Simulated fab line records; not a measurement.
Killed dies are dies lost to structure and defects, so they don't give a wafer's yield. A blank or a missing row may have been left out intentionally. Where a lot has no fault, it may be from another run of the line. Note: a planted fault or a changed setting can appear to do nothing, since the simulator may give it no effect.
A lot that was struck, set against a sound lot	flow n5-finfet	18 out of 1938 route steps
Sound: these wafers, L709.2, L709.3, L709.5. Struck: wafers L700.1, L700.2, L700.3. Last of all comes the cause.
For every step that has rows: the tool of each side, followed by ch and its chambers, followed by its first start. Under that, the readings that differ: sound wafers	struck wafers	difference of the means	sigmas: that difference in standard deviations of wafers without a fault.
alike: readings whose means differ by less than 2 such deviations, and words and numbers that are the same on both sides. not compared: withheld readings, readings that some wafer has no value for, bounds like >300 that may hide the same value, and numbers for which the record gives no deviation and whose values overlap.
The two part at a step that has a row with sigmas, a row that says differs or no value, or rows on one side only. When numbers do not overlap yet have no deviation, they are printed without sigmas and do not part them. A reading that every wafer of one side lacks parts them only if that side has two wafers or more.

N5_HKMG_FIN_STRIP_34: strips in CF4.
  sound on rie-diel-01 ch 0,1,2, day 7 07:30; struck on rie-diel-04 ch 0,1,3, day 5 01:51
  alike: drypump-motor-current-A, oes-product-au, rf-vpp-V, showerhead-plenum-p-Torr, throttle-valve-pct
  not compared: rf-hours-counter-h
then, 1 step without rows for these wafers: N5_HKMG_FIN_ETCH_35 (etches SOC in N2/H2, target depth 215.8 nm, time 243.4 s).
N5_HKMG_FIN_STRIP_92: strips SOC in N2/H2, time 20 s.
  sound on rie-diel-01 ch 0,1,2, day 7 07:40; struck on rie-diel-04 ch 0,1,3, day 5 02:01
  alike: drypump-motor-current-A, oes-product-au, rf-vpp-V, showerhead-plenum-p-Torr, throttle-valve-pct
  not compared: rf-hours-counter-h
then, 2 steps without rows for these wafers: N5_HKMG_FIN_WET_ETCH_18 (etches TiN in SC1, time 55 s, target depth 5.2 nm, rinse time 30 s); N5_HKMG_FIN_STRIP_19 (strips in N2/H2, time 360 s).
N5_HKMG_FIN_ALD_91: deposits TiN, target thk 1 nm, pulse time 1 s, purge time 3 s.
  sound on ald-metal-03 ch 1,2,3, day 7 08:14; struck on ald-metal-03 ch 1,2,3, day 5 02:35
  alike: ald-cycles, heater-power-w, precursor-pulse-height-rel, susceptor-temp-C
then, 1 step without rows for these wafers: N5_HKMG_FIN_COAT_85 (time 60 s, resist thk 300 nm).
N5_HKMG_FIN_ETCH_86: etches SOC in N2/H2, stops on TiN, target depth 393.2 nm.
  sound on rie-diel-06 ch 1,2,3, day 7 08:35; struck on rie-diel-06 ch 0,1,2, day 5 02:55
  alike: drypump-motor-current-A, oes-product-au, rf-vpp-V, showerhead-plenum-p-Torr, throttle-valve-pct
  not compared: rf-hours-counter-h
then, 2 steps without rows for these wafers: N5_HKMG_FIN_STRIP_89 (strips SOC in N2/H2, time 20 s); N5_HKMG_FIN_WET_ETCH_87 (etches TiN in SC1, time 154.2 s, target depth 4.7 nm, rinse time 30 s).
N5_HKMG_FIN_STRIP_88: strips in N2/H2, time 360 s.
  sound on plasma-asher-02 ch 0,1, day 7 08:50; struck on plasma-asher-01 ch 0,1, day 5 03:10
  alike: drypump-motor-current-A, heater-power-w
  not compared: rf-hours-counter-h
then, 1 step without rows for these wafers: N5_HKMG_FIN_NWFM_ALD_20 (deposits TiAlC, target thk 2 nm, pulse time 3 s, purge time 2 s).
N5_HKMG_FIN_ALD_71: deposits TiN, target thk 1 nm, pulse time 1 s, purge time 3 s.
  sound on ald-metal-04 ch 0,2, day 7 09:19; struck on ald-metal-03 ch 0,1,2, day 5 03:39
reading	sound	struck	difference	sigmas
ald-cycles	47 47 47	68 68 68	+21	
model.TiN_of_HKMG_FIN_ALD_71.thk-nm (nm)	1 1 1	1.4 1.4 1.4	+0.4	
  alike: heater-power-w, precursor-pulse-height-rel, susceptor-temp-C
then, 1 step without rows for these wafers: N5_HKMG_FIN_COAT_66 (time 60 s, resist thk 300 nm).
N5_HKMG_FIN_ETCH_67: etches SOC in N2/H2, stops on TiN, target depth 388.9 nm.
  sound on rie-diel-06 ch 2,3, day 7 09:40; struck on rie-diel-06 ch 1,2,3, day 5 03:59
  alike: drypump-motor-current-A, oes-product-au, rf-vpp-V, showerhead-plenum-p-Torr, throttle-valve-pct
  not compared: rf-hours-counter-h, model.TiN_of_HKMG_FIN_ALD_71.thk-nm
then, 1 step without rows for these wafers: N5_HKMG_FIN_STRIP_90 (strips SOC in N2/H2, time 20 s).
-- a jump in the record: the struck wafers' starts before and after are 4 days apart (it breaks off in module HKMG_FIN and resumes in module BEOL_M4, where the first step shown is number 1111 of the route) --
N5_BEOL_M4_RC_MEAS_101:
  sound on prober-02 ch 0, day 11 07:40; struck on prober-01 ch 0, day 8 20:04
  alike: DIBL_N, DIBL_P, IOFF_N, IOFF_P, ION_N, ION_P, SS_N, SS_P, VT_N, VT_P
following that, these wafers have no rows for 1 step: N5_PASSIVATION_PROBE_49.

## WHERE THEY PART
Nowhere in this record.

WHY: whatever the simulator had introduced
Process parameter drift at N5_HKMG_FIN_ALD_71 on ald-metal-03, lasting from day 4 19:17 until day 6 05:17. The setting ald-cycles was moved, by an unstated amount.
